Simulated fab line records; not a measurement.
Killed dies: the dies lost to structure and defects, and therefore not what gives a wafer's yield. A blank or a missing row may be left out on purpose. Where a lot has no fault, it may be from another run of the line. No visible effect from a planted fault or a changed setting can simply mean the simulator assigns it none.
fab line records	flow nand-harc	part 1 of 2: steps 1 to 23 of 32
[record] lots = 5	wafers = 15	last-day = 33
route steps=1302 shown P_M2@348 P_BONDPAD@351
lots that met no fault: taken from a fault-free run of the same line
start-h: start of the lot's first displayed wafer, in hours after the record's first day	wait-h: hours since the lot's step before	" identical to the entry in the row above	L1.1+2: one row covering several wafers at once	- no value, or no start given	* or withheld: withheld	< > ~ a bound
route shown NAME@n: a module of which the file shows steps, and the number in the route of the first	usual: the fault-free wafers' mean and standard deviation	same: alike in all rows	chamber/n: place in a boat	sites: per-site readings	_std_site: their standard deviation	_edge_site: outer sites' mean less inner sites'	radius-mm: how far each site lies from the wafer's centre	mask NAME#n: copy n	behind: the most recent tool/chamber to have shaped the wafer	hold: what put the lot on hold/how long, in hours/how the hold closed	device: transistor that didn't switch, given as n, p or np	end of line: at the end of the route, the tests of the same wafers	where a step has no rows: the recipe by itself	killed: at the first sort, the dies lost to defects and structure; wafer yield is something else	map: the dies of a wafer, with x for killed, . for not killed, _ for no die there
set.NAME: the setting as run; set.NAME@STEP: as run at that earlier step	model.NAME: the simulator's own value behind a step, which no gauge read
certain route steps with their lots: each step a table, each wafer a row
services: when a tool's chamber went out of use (start-h, in hours from the record's first day, below 0 if earlier), for how many hours, and the reason
[[steps]]
[step NHARC_P_M2_INSPECT_27]
[usual] raw-defect-count = 289/100
lot.wafer	tool	chamber	start-h	wait-h	raw-defect-count
L078.3	defect-inspect-01	-	164.79	0.0	188
L078.4	"	-	"	"	237
L078.6	"	-	"	"	284
L080.1	defect-inspect-02	-	191.33	0.0	293
L080.2	"	-	"	"	237
L080.3	"	-	"	"	199
L083.2	defect-inspect-02	-	223.34	0.0	386
L083.4	"	-	"	"	261
L083.5	"	-	"	"	207
L086.3	defect-inspect-01	-	250.38	0.0	208
L086.4	"	-	"	"	210
L086.6	"	-	"	"	216
L097.2	defect-inspect-02	-	364.26	0.0	168
L097.5	"	-	"	"	184
L097.6	"	-	"	"	213
[step NHARC_P_M2_PRE_CLEAN_32]
[recipe] time-s = 12	temp-c = 370	rf-power-w = 300	gas = NH3
[usual] heater-power-outer-w = 368/39	heater-power-w = 640/65
[same] time-s = 12
lot.wafer	tool	chamber	start-h	wait-h	heater-power-outer-w	heater-power-w	since-wet-clean-h
L078.3	pecvd-04	1	164.88	0.1	344	614	64
L078.6	"	2	"	"	346	673	-
L078.4	"	0	"	"	415	708	-
L080.3	pecvd-04	1	191.40	0.1	348	626	90
L080.2	"	2	"	"	334	634	90
L080.1	"	0	"	"	349	611	90
L083.2	pecvd-01	0	223.42	0.1	342	621	79
L083.4	"	2	"	"	358	585	-
L083.5	"	1	"	"	393	660	-
L086.3	pecvd-01	0	250.47	0.1	331	598	106
L086.4	"	1	"	"	372	660	-
L086.6	"	2	"	"	318	530	-
L097.2	pecvd-03	1	364.35	0.1	309	564	166
L097.6	"	2	"	"	303	519	-
L097.5	"	0	"	"	380	622	-
[step NHARC_P_M2_DEP_33]
[recipe] target-thk-a = 300	temp-c = 370	target-thk-nm = 30	pressure-torr = 3	flow-sccm = 200	rf-w = 450	material = SiCN
[usual] heater-power-outer-w = 327/42	heater-power-w = 584/71
lot.wafer	tool	chamber	start-h	wait-h	heater-power-outer-w	heater-power-w	since-wet-clean-h
L078.3	pecvd-04	1	165.02	0.1	391	660	64
L078.6	"	2	"	"	389	720	-
L078.4	"	0	"	"	379	639	-
L080.3	pecvd-04	1	191.48	0.1	366	638	90
L080.2	"	2	"	"	369	673	91
L080.1	"	0	"	"	344	602	91
L083.2	pecvd-01	0	223.53	0.1	275	543	79
L083.4	"	2	"	"	284	475	-
L083.5	"	1	"	"	280	512	-
L086.3	pecvd-01	0	250.61	0.1	287	550	106
L086.4	"	1	"	"	332	595	-
L086.6	"	2	"	"	278	480	-
L097.2	pecvd-03	1	364.49	0.1	273	509	166
L097.6	"	2	"	"	264	487	-
L097.5	"	0	"	"	339	570	-
[step NHARC_P_BONDPAD_DEP_00]
[recipe] target-thk-a = 2500	temp-c = 370	target-thk-nm = 250	pressure-torr = 3	flow-sccm = 200	rf-w = 450	material = SiCN
[usual] heater-power-outer-w = 323/39	heater-power-w = 574/67
lot.wafer	tool	chamber	start-h	wait-h	heater-power-outer-w	heater-power-w	since-wet-clean-h
L078.3	pecvd-03	2	165.43	-	257	457	148
L078.6	"	1	"	"	224	455	-
L078.4	"	2	"	"	262	478	-
L080.3	pecvd-01	1	191.89	-	313	550	48
L080.1	"	2	"	"	264	442	48
L080.2	"	0	"	"	306	582	48
L083.2	pecvd-01	1	-	-	346	619	80
L083.5	"	1	"	"	361	608	-
L083.4	"	0	"	"	308	585	-
L086.3	pecvd-03	2	250.99	-	256	480	53
L086.4	"	2	"	"	280	476	-
L086.6	"	0	"	"	351	595	-
L097.2	pecvd-03	0	-	-	351	587	167
L097.6	"	1	"	"	304	562	-
L097.5	"	2	"	"	272	481	-
[step NHARC_P_BONDPAD_CMP_32]
[recipe] target-thk-nm = 200	material = SiCN
[usual] motor-current-A = 12.2/1	pad-life-wafers = 190/120
lot.wafer	tool	chamber	start-h	wait-h	motor-current-A	pad-life-wafers
L078.3	cmp-01	1	165.77	-	11.8	319
L078.4	"	3	"	"	12.1	321
L078.6	"	0	"	"	10.7	-
L080.2	cmp-04	1	192.30	-	14.6	294
L080.3	"	2	"	"	13.4	295
L080.1	"	0	"	"	11.9	297
L083.2	cmp-01	1	224.34	-	11.5	104
L083.4	"	2	"	"	11.2	105
L083.5	"	0	"	"	10.8	-
L086.3	cmp-04	2	251.38	-	12.9	187
L086.4	"	0	"	"	11.3	189
L086.6	"	1	"	"	14.6	-
L097.2	cmp-02	3	365.23	-	12.4	132
L097.5	"	3	"	"	11.8	-
L097.6	"	0	"	"	12.6	-
[step NHARC_P_BONDPAD_THK_MEAS_33]
[recipe] thk-meas-gauge = ellipsometry
[usual] thk-nm = 200.5/1.6
lot.wafer	tool	chamber	start-h	wait-h	thk-nm
L078.3	film-metro-02	-	166.00	0.2	198.1
L078.4	"	-	"	"	198.9
L078.6	"	-	"	"	198.9
L080.1	film-metro-02	-	192.56	0.2	201.7
L080.2	"	-	"	"	198.4
L080.3	"	-	"	"	200.1
L083.2	film-metro-02	-	224.55	0.2	201.6
L083.4	"	-	"	"	200.3
L083.5	"	-	"	"	198.6
L086.3	film-metro-01	-	251.61	0.2	200.1
L086.4	"	-	"	"	198.8
L086.6	"	-	"	"	200.9
L097.2	film-metro-01	-	365.48	0.2	201.9
L097.5	"	-	"	"	202.0
L097.6	"	-	"	"	201.1
[step NHARC_P_BONDPAD_SRD_34]
lot.wafer	tool	chamber	start-h	wait-h
L078.6+3+4	wet-bench-10	1,3,5	166.04	0.0
L080.3+2+1	wet-bench-10	4,6,1	192.60	0.0
L083.5+4+2	wet-bench-10	4,5,7	224.59	0.0
L086.4+6+3	wet-bench-10	1,2,5	251.65	0.0
L097.2+6+5	wet-bench-10	6,7,3	365.52	0.0
[step NHARC_P_BONDPAD_DEHYDRATE_01]
[recipe] temp-c = 150	time-s = 120
[usual] exhaust-pa = 45.1/0.84
[same] time-s = 120
lot.wafer	tool	chamber	start-h	wait-h	exhaust-pa
L078.3	litho-track-07	0	166.12	0.1	43.2
L078.4	"	0	"	"	44.7
L078.6	"	0	"	"	43.2
L080.1	litho-track-07	0	192.69	0.1	44.9
L080.2	"	0	"	"	44.8
L080.3	"	0	"	"	44.3
L083.2	litho-track-02	0	224.67	0.1	47.1
L083.4	"	0	"	"	46.3
L083.5	"	0	"	"	44.8
L086.3	litho-track-03	0	251.73	0.1	44.5
L086.4	"	0	"	"	44.8
L086.6	"	0	"	"	45.4
L097.2	litho-track-03	0	365.61	0.1	46.3
L097.5	"	0	"	"	47.1
L097.6	"	0	"	"	45.3
[step NHARC_P_BONDPAD_HMDS_02]
[recipe] time-s = 30
[usual] exhaust-pa = 44.9/0.92
[same] time-s = 30
lot.wafer	tool	chamber	start-h	wait-h	exhaust-pa
L078.3	litho-track-07	0	-	-	46.5
L078.4	"	0	"	"	47.3
L078.6	"	0	"	"	46.9
L080.1	litho-track-07	0	-	-	45.2
L080.2	"	0	"	"	43.1
L080.3	"	0	"	"	47.5
L083.2	litho-track-02	0	-	-	45.2
L083.4	"	0	"	"	45.0
L083.5	"	0	"	"	43.9
L086.3	litho-track-03	0	-	-	46.6
L086.4	"	0	"	"	45.8
L086.6	"	0	"	"	46.0
L097.2	litho-track-03	0	-	-	44.0
L097.5	"	0	"	"	44.6
L097.6	"	0	"	"	42.3
[step NHARC_P_BONDPAD_COAT_36]
[recipe] temp-c = 200	time-s = 65
[usual] exhaust-pa = 45.1/0.72
[same] time-s = 65
lot.wafer	tool	chamber	start-h	wait-h	exhaust-pa
L078.3	litho-track-07	0	-	-	45.0
L078.4	"	0	"	"	45.7
L078.6	"	0	"	"	45.6
L080.1	litho-track-07	0	-	-	44.5
L080.2	"	0	"	"	44.4
L080.3	"	0	"	"	44.5
L083.2	litho-track-02	0	-	-	45.2
L083.4	"	0	"	"	44.5
L083.5	"	0	"	"	44.7
L086.3	litho-track-03	0	-	-	44.2
L086.4	"	0	"	"	43.8
L086.6	"	0	"	"	45.1
L097.2	litho-track-03	0	-	-	46.0
L097.5	"	0	"	"	44.7
L097.6	"	0	"	"	45.6
[step NHARC_P_BONDPAD_COAT_03]
[recipe] spin-rpm = 2000	resist-thk-nm = 600
[usual] exhaust-pa = 45.1/1
lot.wafer	tool	chamber	start-h	wait-h	exhaust-pa
L078.3	litho-track-07	0	-	-	44.8
L078.4	"	0	"	"	46.6
L078.6	"	0	"	"	44.1
L080.1	litho-track-07	0	-	-	44.7
L080.2	"	0	"	"	45.2
L080.3	"	0	"	"	44.9
L083.2	litho-track-02	0	-	-	46.8
L083.4	"	0	"	"	45.2
L083.5	"	0	"	"	46.8
L086.3	litho-track-03	0	-	-	44.5
L086.4	"	0	"	"	43.9
L086.6	"	0	"	"	44.4
L097.2	litho-track-03	0	-	-	45.2
L097.5	"	0	"	"	45.0
L097.6	"	0	"	"	45.8
[step NHARC_P_BONDPAD_SOFTBAKE_04]
[recipe] temp-c = 125	time-s = 70
[usual] exhaust-pa = 45.0/0.94
[same] time-s = 70
lot.wafer	tool	chamber	start-h	wait-h	exhaust-pa
L078.3	litho-track-07	0	-	-	46.3
L078.4	"	0	"	"	45.4
L078.6	"	0	"	"	46.3
L080.1	litho-track-07	0	-	-	44.3
L080.2	"	0	"	"	46.1
L080.3	"	0	"	"	45.6
L083.2	litho-track-02	0	-	-	45.8
L083.4	"	0	"	"	45.0
L083.5	"	0	"	"	45.5
L086.3	litho-track-03	0	-	-	44.1
L086.4	"	0	"	"	44.5
L086.6	"	0	"	"	47.0
L097.2	litho-track-03	0	-	-	44.4
L097.5	"	0	"	"	43.9
L097.6	"	0	"	"	44.1
[step NHARC_P_BONDPAD_EBR_05]
[usual] exhaust-pa = 44.9/0.97
lot.wafer	tool	chamber	start-h	wait-h	exhaust-pa
L078.3	litho-track-07	0	-	-	45.8
L078.4	"	0	"	"	45.9
L078.6	"	0	"	"	45.9
L080.1	litho-track-07	0	-	-	45.6
L080.2	"	0	"	"	45.1
L080.3	"	0	"	"	47.1
L083.2	litho-track-02	0	-	-	45.5
L083.4	"	0	"	"	43.7
L083.5	"	0	"	"	44.9
L086.3	litho-track-03	0	-	-	45.4
L086.4	"	0	"	"	44.3
L086.6	"	0	"	"	44.3
L097.2	litho-track-03	0	-	-	44.0
L097.5	"	0	"	"	45.3
L097.6	"	0	"	"	45.6
[step NHARC_P_BONDPAD_EXPOSE_06]
[recipe] na = 0.55	dose-mj = 37.06	mask-id = P_BPAD
[same] na = 0.55
lot.wafer	tool	chamber	start-h	wait-h	mask
L078.3+4+6	krf-scanner-02	0	166.29	-	P_BPAD#0
L080.1+2+3	krf-scanner-04	0	192.98	-	P_BPAD#0
L083.2+4+5	krf-scanner-01	0	224.96	-	P_BPAD#0
L086.3+4+6	krf-scanner-02	0	252.04	-	P_BPAD#0
L097.2+5+6	krf-scanner-02	0	365.90	-	P_BPAD#0
[step NHARC_P_BONDPAD_PEB_07]
[recipe] peb-temp-c = 128	peb-time-s = 80
[usual] exhaust-pa = 45.2/1.1
lot.wafer	tool	chamber	start-h	wait-h	exhaust-pa
L078.3	litho-track-02	0	166.35	0.1	46.0
L078.4	"	0	"	"	44.1
L078.6	"	0	"	"	45.4
L080.1	litho-track-07	0	193.04	0.1	44.5
L080.2	"	0	"	"	44.7
L080.3	"	0	"	"	45.0
L083.2	litho-track-03	0	225.02	0.1	46.2
L083.4	"	0	"	"	44.6
L083.5	"	0	"	"	44.5
L086.3	litho-track-03	0	252.09	0.1	44.5
L086.4	"	0	"	"	44.6
L086.6	"	0	"	"	44.8
L097.2	litho-track-02	0	365.96	0.1	44.9
L097.5	"	0	"	"	45.0
L097.6	"	0	"	"	45.1
[step NHARC_P_BONDPAD_DEVELOP_08]
[recipe] time-s = 50	dev-temp-c = 22
[usual] exhaust-pa = 45.2/0.84
[same] time-s = 50
lot.wafer	tool	chamber	start-h	wait-h	exhaust-pa
L078.3	litho-track-02	0	-	-	46.7
L078.4	"	0	"	"	45.4
L078.6	"	0	"	"	44.9
L080.1	litho-track-07	0	-	-	44.0
L080.2	"	0	"	"	45.3
L080.3	"	0	"	"	46.2
L083.2	litho-track-03	0	-	-	45.1
L083.4	"	0	"	"	45.1
L083.5	"	0	"	"	46.4
L086.3	litho-track-03	0	-	-	45.0
L086.4	"	0	"	"	44.3
L086.6	"	0	"	"	43.8
L097.2	litho-track-02	0	-	-	44.2
L097.5	"	0	"	"	43.3
L097.6	"	0	"	"	44.8
[step NHARC_P_BONDPAD_CD_MEAS_09]
[recipe] target-cd-nm = 500	landing-energy-ev = 500
[usual] cd-nm = 499.1/1.5
lot.wafer	tool	chamber	start-h	wait-h	cd-nm
L078.3	cd-sem-03	0	166.44	-	495.4
L078.4	"	0	"	"	500.2
L078.6	"	0	"	"	497.8
L080.1	cd-sem-03	0	193.13	-	497.7
L080.2	"	0	"	"	499.4
L080.3	"	0	"	"	502.8
L083.2	cd-sem-03	0	225.11	-	497.4
L083.4	"	0	"	"	498.9
L083.5	"	0	"	"	498.5
L086.3	cd-sem-01	0	252.18	-	500.2
L086.4	"	0	"	"	499.9
L086.6	"	0	"	"	500.2
L097.2	cd-sem-03	0	366.05	-	497.3
L097.5	"	0	"	"	497.2
L097.6	"	0	"	"	497.3
[step NHARC_P_BONDPAD_OVL_MEAS_38]
[usual] overlay-x-nm = 0/6.5	overlay-y-nm = 0/5.1
lot.wafer	tool	chamber	start-h	wait-h	overlay-x-nm	overlay-y-nm
L078.3	overlay-01	-	166.52	-	-10	-3
L078.4	"	-	"	"	-11	-4
L078.6	"	-	"	"	-11	-3
L080.1	overlay-01	-	193.22	-	9	-2
L080.2	"	-	"	"	9	-2
L080.3	"	-	"	"	10	-2
L083.2	overlay-02	-	225.20	-	-10	-8
L083.4	"	-	"	"	-10	-8
L083.5	"	-	"	"	-10	-7
L086.3	overlay-01	-	252.27	-	6	-1
L086.4	"	-	"	"	6	-1
L086.6	"	-	"	"	6	-1
L097.2	overlay-02	-	366.13	-	9	4
L097.5	"	-	"	"	8	4
L097.6	"	-	"	"	9	4
[step NHARC_P_BONDPAD_HARDBAKE_10]
[recipe] temp-c = 118	time-s = 65
[usual] exhaust-pa = 44.9/1
[same] time-s = 65
lot.wafer	tool	chamber	start-h	wait-h	exhaust-pa
L078.3	litho-track-03	0	166.57	0.1	44.6
L078.4	"	0	"	"	44.6
L078.6	"	0	"	"	44.6
L080.1	litho-track-02	0	193.27	0.0	42.9
L080.2	"	0	"	"	44.3
L080.3	"	0	"	"	43.9
L083.2	litho-track-02	0	225.25	0.0	45.1
L083.4	"	0	"	"	43.4
L083.5	"	0	"	"	44.0
L086.3	litho-track-03	0	252.32	0.1	45.1
L086.4	"	0	"	"	44.9
L086.6	"	0	"	"	46.4
L097.2	litho-track-03	0	366.18	0.0	44.3
L097.5	"	0	"	"	45.9
L097.6	"	0	"	"	44.7
[step NHARC_P_BONDPAD_DESCUM_11]
[recipe] time-s = 3	o2-flow-sccm = 200	ar-flow-sccm = 0	bias-power-w = 0	chemistry = O2
[usual] drypump-motor-current-A = 5.70/0.27	o2-flow-sccm = 199.9/0.55	oes-product-au = 1.001/0.0086	rf-vpp-V = 57.5/0.88	showerhead-plenum-p-Torr = 1.86/0.077	throttle-valve-pct = 11.312/0.009
[same] time-s = 3
lot.wafer	tool	chamber	start-h	wait-h	drypump-motor-current-A	o2-flow-sccm	oes-product-au	rf-hours-counter-h	rf-vpp-V	showerhead-plenum-p-Torr	throttle-valve-pct
L078.4	rie-diel-02	2	166.65	-	6.15	199.8	1.008	4.7	56.4	1.83	11.313
L078.3	"	3	"	"	5.58	200.0	1.007	4.9	57.8	1.83	11.318
L078.6	"	3	"	"	5.58	199.9	1.014	-	58.4	1.83	11.309
L080.2	rie-diel-06	3	193.34	-	5.45	200.1	1.008	2.6	56.3	1.80	11.324
L080.1	"	1	"	"	5.74	199.9	1.006	2.6	57.1	1.79	11.321
L080.3	"	2	"	"	5.81	199.2	1.000	2.7	56.9	1.81	11.305
L083.4	rie-diel-04	2	225.33	-	5.18	199.5	1.009	1.2	58.6	1.89	11.303
L083.2	"	0	"	"	5.70	201.1	1.010	0.9	56.6	1.80	11.315
L083.5	"	2	"	"	5.19	198.3	0.999	-	57.1	1.89	11.312
L086.4	rie-diel-04	2	252.40	-	5.20	199.7	1.005	1.9	56.6	1.89	11.320
L086.3	"	0	"	"	5.66	200.2	1.016	1.7	56.4	1.80	11.313
L086.6	"	2	"	"	5.22	199.9	1.004	-	57.4	1.89	11.322
L097.2	rie-diel-06	0	366.27	-	5.89	198.8	1.022	3.6	57.0	1.80	11.315
L097.5	"	2	"	"	5.79	200.0	1.001	-	56.3	1.81	11.305
L097.6	"	3	"	"	5.47	199.8	0.991	-	57.7	1.80	11.305
[step NHARC_P_BONDPAD_ETCH_37]
[recipe] target-depth-a = 600	overetch-a = 180	time-s = 65.91	ion-energy-ev = 200	n2-flow-sccm = 150	h2-flow-sccm = 150	ar-flow-sccm = 0	rf-w = 400	bias-w = 150	chemistry = N2/H2
[usual] drypump-motor-current-A = 5.70/0.26	oes-product-au = 1.001/0.0092	rf-vpp-V = 428.8/2.5	showerhead-plenum-p-Torr = 1.98/0.083	throttle-valve-pct = 14.171/0.0089
[same] time-s = 65.91
lot.wafer	tool	chamber	start-h	wait-h	drypump-motor-current-A	oes-product-au	rf-hours-counter-h	rf-vpp-V	showerhead-plenum-p-Torr	throttle-valve-pct
L078.4	rie-diel-02	0	166.74	0.1	5.81	0.996	4.7	429.0	2.01	14.175
L078.3	"	2	"	"	6.20	0.996	4.7	428.2	1.94	14.174
L078.6	"	3	"	"	5.57	1.006	-	427.1	1.95	14.165
L080.1	rie-diel-06	2	193.44	0.1	5.86	0.979	2.7	426.7	1.93	14.164
L080.2	"	3	"	"	5.48	0.993	2.6	426.9	1.92	14.179
L080.3	"	0	"	"	5.87	1.000	2.7	427.4	1.92	14.156
L083.4	rie-diel-04	3	225.41	0.1	6.03	1.000	1.1	436.9	2.20	14.184
L083.2	"	1	"	"	5.57	1.006	1.1	429.5	2.01	14.173
L083.5	"	3	"	"	6.04	0.992	-	434.2	2.20	14.178
L086.3	rie-diel-04	1	252.47	0.1	5.61	1.003	1.8	428.6	2.01	14.160
L086.4	"	0	"	"	5.73	1.020	1.7	427.1	1.92	14.170
L086.6	"	1	"	"	5.58	0.998	-	430.6	2.01	14.160
L097.2	rie-diel-06	2	366.36	0.1	5.80	1.012	3.2	427.5	1.92	14.165
L097.6	"	3	"	"	5.48	0.998	-	426.4	1.91	14.176
L097.5	"	0	"	"	5.87	1.022	-	427.2	1.92	14.171
[step NHARC_P_BONDPAD_ETCH_12]
[recipe] target-depth-a = 2000	time-s = 100	chf3-flow-sccm = 50	o2-flow-sccm = 10	ar-flow-sccm = 200	rf-w = 500	bias-w = 200	chemistry = CHF3/O2
[usual] drypump-motor-current-A = 5.70/0.27	o2-flow-sccm = 10.001/0.028	oes-product-au = 0.941/0.023	rf-vpp-V = 369.2/2.3	showerhead-plenum-p-Torr = 2.34/0.095	throttle-valve-pct = 20.572/0.0088
[same] time-s = 100
lot.wafer	tool	chamber	start-h	wait-h	drypump-motor-current-A	o2-flow-sccm	oes-product-au	rf-hours-counter-h	rf-vpp-V	showerhead-plenum-p-Torr	throttle-valve-pct
L078.3	rie-diel-02	0	-	-	5.78	10.005	0.915	4.7	370.1	2.37	20.570
L078.4	"	1	"	"	5.64	9.941	0.921	4.4	369.9	2.34	20.598
L078.6	"	0	"	"	5.76	9.970	0.927	-	371.2	2.36	20.568
L080.1	rie-diel-06	2	-	-	5.83	10.038	0.923	2.7	366.1	2.28	20.560
L080.2	"	3	"	"	5.46	10.024	0.919	2.6	366.9	2.27	20.555
L080.3	"	1	"	"	5.74	9.969	0.917	2.7	367.5	2.25	20.568
L083.2	rie-diel-04	3	-	-	6.02	10.030	0.920	1.2	375.5	2.58	20.576
L083.4	"	2	"	"	5.20	10.019	0.923	1.3	369.7	2.37	20.577
L083.5	"	3	"	"	6.01	10.036	0.937	-	375.0	2.58	20.576
L086.4	rie-diel-04	1	-	-	5.53	10.025	0.958	1.8	370.4	2.37	20.572
L086.3	"	3	"	"	6.02	10.033	0.976	1.8	373.6	2.58	20.579
L086.6	"	1	"	"	5.53	10.015	0.960	-	368.6	2.37	20.574
L097.2	rie-diel-06	3	-	-	5.45	9.983	0.906	3.8	366.0	2.26	20.579
L097.6	"	0	"	"	5.88	10.037	0.950	-	367.1	2.27	20.570
L097.5	"	1	"	"	5.72	10.026	0.923	-	366.7	2.25	20.588
[step NHARC_P_BONDPAD_CD_MEAS_13]
[usual] cd-nm = 498.8/1.7
lot.wafer	tool	chamber	start-h	wait-h	cd-nm
L078.3	cd-sem-03	-	166.97	-	495.1
L078.4	"	-	"	"	499.3
L078.6	"	-	"	"	499.0
L080.1	cd-sem-03	-	193.66	-	496.9
L080.2	"	-	"	"	498.1
L080.3	"	-	"	"	500.6
L083.2	cd-sem-02	-	225.64	-	495.8
L083.4	"	-	"	"	498.3
L083.5	"	-	"	"	497.9
L086.3	cd-sem-01	-	252.71	-	499.2
L086.4	"	-	"	"	499.3
L086.6	"	-	"	"	499.9
L097.2	cd-sem-01	-	366.57	-	499.0
L097.5	"	-	"	"	496.8
L097.6	"	-	"	"	495.9
